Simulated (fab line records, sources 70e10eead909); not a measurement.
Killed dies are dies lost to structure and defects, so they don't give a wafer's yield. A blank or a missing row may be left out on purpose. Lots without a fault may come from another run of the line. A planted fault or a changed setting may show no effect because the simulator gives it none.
Chamber matching | flow nand_harc | NHARC_A_STAIRCASE_CMP_152 on cmp-03: 4 sister chambers
The step polishes. 4 wafers are shown with their chamber, then 6 later ones without.

WAFERS WITH THEIR CHAMBER
wafer  | chamber | motor_current_A (A)
L948.5 | 2       | 15.0
L956.1 | 3       | 12.7
L956.3 | 0       | 9.5
L956.5 | 1       | 13.7

WAFERS WITHOUT THEIR CHAMBER
wafer  | motor_current_A (A)
L955.2 | 12.2
L955.5 | 14.4
L955.6 | 13.4
L957.1 | 14.4
L957.2 | 11.8
L957.5 | 12.6

WHICH CHAMBER EACH WENT THROUGH
wafer  | from the rows above          | in truth
L955.2 | can't be placed: 3 or 1      | 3
L955.5 | can't be placed: 2 or 1 or 3 | 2
L955.6 | can't be placed: 1 or 3      | 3
L957.1 | can't be placed: 2 or 1 or 3 | 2
L957.2 | can't be placed: 3 or 1      | 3
L957.5 | can't be placed: 3 or 1      | 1
Placed correctly: 0 of 6. Can't be placed from these rows: 6 (the true chamber is among the candidates in 6). Placed wrongly: 0.
How it was worked out, from the rows above alone: a wafer's distance from a chamber is the root of the sum, over the readings, of the square of ((its reading less the chamber's mean) divided by the reading's scatter). The wafer belongs to the nearest chamber; if the next one is less than 2 further off, it can't be placed. A chamber's mean is the mean of its shown wafers. The scatter: with one shown wafer a chamber, the root of the mean of the squares of how far each hidden wafer lies from its nearest shown one.
